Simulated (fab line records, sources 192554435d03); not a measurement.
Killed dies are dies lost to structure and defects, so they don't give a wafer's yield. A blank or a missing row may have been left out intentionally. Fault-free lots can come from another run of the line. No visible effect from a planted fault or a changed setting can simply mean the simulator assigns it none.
Which tool was responsible? -- flow n5 finfet -- 9 lots with 27 wafers sampled at 8 steps, on a route of 1938 steps

WHAT THE GAUGES SHOWED, per wafer
N5_FIN_SAQP_OCD_MEAS_76.
lot,measured,on,trench depth nm (nm)
L705,day 2 14:39,ocd-01,117.5 118.4 120.3
L709,day 3 14:28,ocd-02,119.4 119.9 119.7
L711,day 4 02:18,ocd-02,118.3 119.8 118.6
L713,day 4 14:11,ocd-02,118.2 118.2 119.3
L714,day 4 20:43,ocd-02,121.3 120.1 121.8
L717,day 5 15:32,ocd-02,119.6 120.7 121.8
L718,day 5 20:44,ocd-02,118.1 121.4 118.9
L721,day 6 13:22,ocd-01,117.6 120.9 117.0
L726,day 7 20:16,ocd-02,119.7 118.4 120.5

N5_FIN_SAQP_INSPECT_40: inspects for defects (brightfield).
lot,measured,on,raw defect count
L705,day 2 14:41,defect inspect-02,233 152 276
L709,day 3 14:29,defect inspect-01,154 146 208
L711,day 4 02:20,defect inspect-01,236 353 340
L713,day 4 14:14,defect inspect-01,308 285 226
L714,day 4 20:44,defect inspect-01,198 188 240
L717,day 5 15:34,defect inspect-01,124 165 182
L718,day 5 20:46,defect inspect-01,136 167 213
L721,day 6 13:23,defect inspect-02,412 232 663
L726,day 7 20:18,defect inspect-02,110 270 205

N5_FIN_CUT_INSPECT_10: inspects for defects (brightfield).
lot,measured,on,raw defect count
L705,day 2 15:04,defect inspect-01,36 31 37
L709,day 3 15:00,defect inspect-01,33 25 53
L711,day 4 02:43,defect inspect-02,49 72 66
L713,day 4 14:37,defect inspect-01,46 48 31
L714,day 4 21:16,defect inspect-02,41 47 40
L717,day 5 16:05,defect inspect-01,26 39 31
L718,day 5 21:17,defect inspect-02,39 49 39
L721,day 6 13:46,defect inspect-02,68 34 338
L726,day 8 01:12,defect inspect-02,37 40 43

N5_FIN_CUT_INSPECT_17: inspects for defects (brightfield).
lot,measured,on,raw defect count
L705,day 2 16:05,defect inspect-02,219 180 274
L709,day 3 16:09,defect inspect-01,166 158 204
L711,day 4 03:42,defect inspect-01,241 337 340
L713,day 4 15:34,defect inspect-01,302 294 213
L714,day 4 22:26,defect inspect-01,196 181 239
L717,day 5 17:14,defect inspect-02,147 186 206
L718,day 5 22:16,defect inspect-02,141 174 273
L721,day 6 14:43,defect inspect-01,357 206 621
L726,day 8 02:08,defect inspect-02,104 252 213

N5_BEOL_M4_RC_MEAS_101.
lot,measured,on,DIBL_N (mV/V),DIBL_P (mV/V),IOFF_N (nA/um),IOFF_P (nA/um),ION_N (uA/um),ION_P (uA/um),SS_N (mV/dec),SS_P (mV/dec),VT_N (mV),VT_P (mV)
L705,day 8 10:22,prober-02,36.0 34.5 38.5,36.0 33.9 39.2,0.160 0.134 0.214,0.20 0.18 0.26,664 657 674,454 450 459,71.5 71.3 72.6,73.9 73.7 74.7,250 252 244,-252 -256 -247
L709,day 9 12:04,prober-01,37.1 35.5 35.7,38.5 35.8 36.4,0.212 0.180 0.170,0.25 0.21 0.21,682 694 678,468 470 462,72.3 72.4 72.6,73.9 72.8 73.1,246 246 248,-248 -249 -249
L711,day 9 18:21,prober-02,36.2 35.3 37.7,35.3 35.3 38.0,0.164 0.157 0.191,0.18 0.18 0.23,669 678 679,453 457 467,72.0 71.5 72.2,72.7 73.0 74.1,249 248 245,-253 -253 -249
L713,day 10 10:15,prober-02,37.5 35.7 35.2,40.1 38.1 36.2,0.170 0.151 0.130,0.22 0.20 0.16,682 666 657,463 461 447,71.9 72.4 71.7,73.5 73.6 73.6,251 250 251,-251 -252 -257
L714,day 10 17:23,prober-01,37.6 36.9 36.2,37.8 38.0 36.3,0.174 0.172 0.153,0.24 0.26 0.22,669 694 684,461 477 468,71.9 71.3 71.9,73.7 73.5 73.2,250 248 249,-250 -247 -247
L717,day 11 23:48,prober-02,38.3 39.2 35.4,39.6 40.3 35.6,0.211 0.215 0.146,0.29 0.29 0.21,697 685 673,479 469 468,71.4 72.0 71.3,73.7 74.0 72.5,248 246 249,-245 -244 -250
L718,day 12 01:44,prober-01,37.8 36.9 35.8,38.8 37.7 36.3,0.196 0.180 0.148,0.22 0.21 0.19,677 685 670,460 464 461,71.7 71.3 71.3,73.6 73.5 73.9,245 247 249,-248 -250 -252
L721,day 13 01:41,prober-01,37.9 39.4 38.6,38.4 41.1 38.5,0.174 0.228 0.181,0.24 0.29 0.23,668 703 658,462 481 452,72.1 71.8 71.8,73.4 74.9 73.6,248 245 250,-251 -247 -251
L726,day 13 20:43,prober-01,35.2 35.4 36.6,34.8 35.0 36.5,0.133 0.141 0.165,0.19 0.20 0.21,649 670 663,452 462 447,72.1 71.4 72.4,72.1 72.8 71.9,252 250 249,-252 -251 -251

WHICH TOOL RAN EACH LOT (tool, then ch and the chambers of the sampled wafers, then the start)
lot,N5_FIN_SAQP_ETCH_67,N5_FIN_SAQP_RECESS_71,N5_FIN_SAQP_PRECLEAN_38
L705,"rie diel-06 ch 0,3, day 2 13:20","vapor etch-02 ch 0, day 2 13:26","wet bench-01 ch 3,6,7, day 2 14:35"
L709,"rie diel-05 ch 0,1,2, day 3 13:04","vapor etch-02 ch 0,1, day 3 13:12","wet bench-06 ch 0,1,3, day 3 14:23"
L711,"rie diel-05 ch 0,1,2, day 4 00:56","vapor etch-01 ch 0,1, day 4 01:02","wet bench-05 ch 0,6,7, day 4 02:14"
L713,"rie diel-06 ch 1,2,3, day 4 12:50","vapor etch-01 ch 0,1, day 4 12:56","wet bench-06 ch 0,5,7, day 4 14:08"
L714,"rie diel-05 ch 0,1,2, day 4 19:23","vapor etch-01 ch 0,1, day 4 19:29","wet bench-06 ch 3,6,7, day 4 20:39"
L717,"rie diel-06 ch 1,2, day 5 14:08","vapor etch-01 ch 0,1, day 5 14:14","wet bench-05 ch 0,3,6, day 5 15:29"
L718,"rie diel-05 ch 2,3, day 5 19:25","vapor etch-02 ch 0,1, day 5 19:31","wet bench-05 ch 3,5,6, day 5 20:41"
L721,"rie diel-02 ch 0,3, day 6 12:02","vapor etch-02 ch 0,1, day 6 12:10","wet bench-06 ch 0,3,7, day 6 13:17"
L726,"rie diel-06 ch 0,1,2, day 7 18:33","vapor etch-01 ch 0,1, day 7 18:39","wet bench-01 ch 0,3,7, day 7 20:13"
- N5_FIN_SAQP_ETCH_67: etches SiNx in CH3F/O2, target depth 30 nm.
- N5_FIN_SAQP_RECESS_71: chemistry HF/NH3, target SiO2, target depth 3 nm, afs cycles 1, sublimation time 60 s.
- N5_FIN_SAQP_PRECLEAN_38: cleans in O3/DIW, time 45 s.

WHAT THE TOOLS THEMSELVES READ (means of the sampled wafers that have a number; where no wafer has one, the mark that the record gives instead)
N5_FIN_SAQP_ETCH_67.
lot,tool,O2_flow_sccm (sccm),chamber pressure mTorr (mTorr),drypump motor current A (A),oes product au (a.u.),rf vpp V (V),showerhead plenum p Torr (Torr),throttle valve pct (%)
L705,rie diel-06,20.04,30.011,6.1,0.82,303,2.09,16.3
L709,rie diel-05,20.05,29.980,5.2,0.80,294,1.99,16.1
L711,rie diel-05,20.00,30.018,5.2,0.79,294,1.99,16.1
L713,rie diel-06,20.00,29.984,6.1,0.71,292,1.98,16.6
L714,rie diel-05,19.97,29.996,5.2,0.78,294,1.99,16.2
L717,rie diel-06,20.07,30.000,6.0,0.70,286,1.93,16.8
L718,rie diel-05,19.99,30.001,5.5,0.78,300,2.02,16.3
L721,rie diel-02,20.07,30.002,5.8,0.83,296,2.00,16.1
L726,rie diel-06,20.01,29.993,5.5,0.76,292,2.00,16.5

N5_FIN_SAQP_RECESS_71.
lot,tool,drypump motor current A (A)
L705,vapor etch-02,5.3
L709,vapor etch-02,5.9
L711,vapor etch-01,5.4
L713,vapor etch-01,5.4
L714,vapor etch-01,5.4
L717,vapor etch-01,5.4
L718,vapor etch-02,5.9
L721,vapor etch-02,5.6
L726,vapor etch-01,5.4

THE ANSWER, worked out from the rows above alone
Rule: usual is defined by the lots themselves. Put in order of their means at a reading, lots are off if they are a third of the lots or fewer, leave a main group of 4 or more, and stand apart from it by a gap of 3 or more times the standard deviation of the main group's means; of several such gaps the widest counts. If all means in a main group match to the digits the tables above print for the reading, that group is not used. A lot without any number at a reading at which 4 lots or more have one is off too. All remaining lots with rows at the step are treated as sound. Order of review: gauges by route order, followed by the tools' own readings, for which a lot's mean as printed above is used. The first step at which some lot is off is used, and at that step the reading that is off furthest; a lot without a number counts as furthest.
Off: L721 (N5_FIN_CUT_INSPECT_10, raw defect count). Mean 42 and standard deviation 8.6 in the main group.
If a tool, at a process step before that reading, ran all the lots that are off and no sound lot after the first of them, it fits. The gauges at N5_FIN_CUT_INSPECT_10 aren't tried: what is off there is off at N5_FIN_SAQP_RECESS_71 too, on other tools, and a gauge's error can't cause that. Can't be told from this: 3 tools fit, rie diel-02 at N5_FIN_SAQP_ETCH_67, vapor etch-02 at N5_FIN_SAQP_RECESS_71, wet bench-06 at N5_FIN_SAQP_PRECLEAN_38.

WHAT THE SIMULATOR PUT IN
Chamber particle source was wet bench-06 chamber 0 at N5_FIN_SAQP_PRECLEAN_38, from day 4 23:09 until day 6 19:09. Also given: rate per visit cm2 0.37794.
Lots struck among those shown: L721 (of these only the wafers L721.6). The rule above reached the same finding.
